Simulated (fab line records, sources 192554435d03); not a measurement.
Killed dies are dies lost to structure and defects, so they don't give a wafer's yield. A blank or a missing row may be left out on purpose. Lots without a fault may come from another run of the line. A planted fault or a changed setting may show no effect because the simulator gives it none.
Which tool did it? | flow n5_finfet | 12 lots, 36 wafers sampled, at 1 step of a route of 1938

WHAT THE GAUGES READ, wafer by wafer
N5_HKMG_FIN_CD_MEAS_49: target cd 202 nm.
lot  | measured    | on        | cd_nm (nm)
L075 | day 4 04:41 | cd_sem-01 | 203.5 202.2 203.0
L077 | day 4 18:42 | cd_sem-02 | 202.0 202.4 202.4
L079 | day 5 07:50 | cd_sem-01 | 201.9 202.0 201.5
L081 | day 5 22:54 | cd_sem-03 | 201.3 202.1 201.9
L083 | day 6 04:43 | cd_sem-01 | 202.5 201.9 202.0
L085 | day 6 19:30 | cd_sem-02 | 203.1 202.4 201.6
L087 | day 7 08:46 | cd_sem-02 | 203.3 202.0 202.9
L089 | day 7 17:35 | cd_sem-03 | 202.2 201.9 201.3
L091 | day 8 03:20 | cd_sem-02 | 202.0 202.1 202.3
L093 | day 8 20:05 | cd_sem-03 | 202.7 202.0 202.2
L095 | day 9 11:36 | cd_sem-03 | 202.7 202.3 202.2
L096 | day 9 20:35 | cd_sem-02 | 201.8 202.1 201.0

WHICH TOOL RAN EACH LOT (tool, then ch and the chambers of the sampled wafers, then the start)
The record holds no process step before these readings.

THE ANSWER, worked out from the rows above alone
Rule: what is usual is taken from the lots themselves. Put in order of their means at a reading, lots are off if they are a third of the lots or fewer, leave a main group of 4 or more, and stand apart from it by a gap of 3 or more times the standard deviation of the main group's means; of several such gaps the widest counts. A main group whose means are all the same, to the digits that the tables above print for the reading, isn't used. A lot without any number at a reading at which 4 lots or more have one is off too. The other lots that the step has rows for count as sound.
No lot is off at any reading shown: from this, nothing can be told.

WHAT THE SIMULATOR HAD PUT IN
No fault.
